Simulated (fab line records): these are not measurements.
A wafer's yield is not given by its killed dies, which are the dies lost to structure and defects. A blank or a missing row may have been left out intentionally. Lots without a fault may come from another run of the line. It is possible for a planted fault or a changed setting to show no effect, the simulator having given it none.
Matching of chambers	flow nand harc	cmp-03 running NHARC_A_M0_CMP_23: 4 sister chambers
The step polishes, t overpolish 20 s, target thk 113.75 nm. 4 wafers are shown with their chamber, then 12 later ones without.

== WAFERS PAIRED WITH THEIR CHAMBERS ==
wafer	chamber	motor current A (A)
L080.5	0	12.5
L086.2	2	10.3
L086.3	3	11.1
L086.5	1	10.4

== WAFERS MISSING THEIR CHAMBER ==
wafer	motor current A (A)
L089.1	10.1
L089.3	10.8
L089.4	11.9
L091.4	12.0
L091.5	10.7
L091.6	12.4
L094.4	10.2
L094.5	11.8
L094.6	10.3
L095.1	13.1
L095.5	11.8
L095.6	10.8

== CHAMBER TAKEN BY EACH ==
wafer	from the rows above	in truth
L089.1	can't be placed: 2 or 1 or 3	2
L089.3	can't be placed: 3 or 1 or 2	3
L089.4	can't be placed: 0 or 3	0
L091.4	can't be placed: 0 or 3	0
L091.5	can't be placed: 1 or 2 or 3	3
L091.6	0	0
L094.4	can't be placed: 2 or 1 or 3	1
L094.5	can't be placed: 0 or 3 or 1 or 2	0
L094.6	can't be placed: 2 or 1 or 3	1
L095.1	0	0
L095.5	can't be placed: 0 or 3 or 1 or 2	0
L095.6	can't be placed: 3 or 1 or 2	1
Correct placement for 2 of the 12. Unplaceable from these rows: 10, with the true chamber sitting among the candidates in 10. Number placed wrongly: 0.
How it was worked out, from the rows above alone: a wafer's distance from a chamber is the root of the sum, over the readings, of the square of ((its reading less the chamber's mean) divided by the reading's scatter). The wafer belongs to the nearest chamber; if the next one is less than 2 further off, it can't be placed. Each chamber's mean is taken over the wafers shown for it. The scatter: with one shown wafer a chamber, the root of the mean of the squares of how far each hidden wafer lies from its nearest shown one.
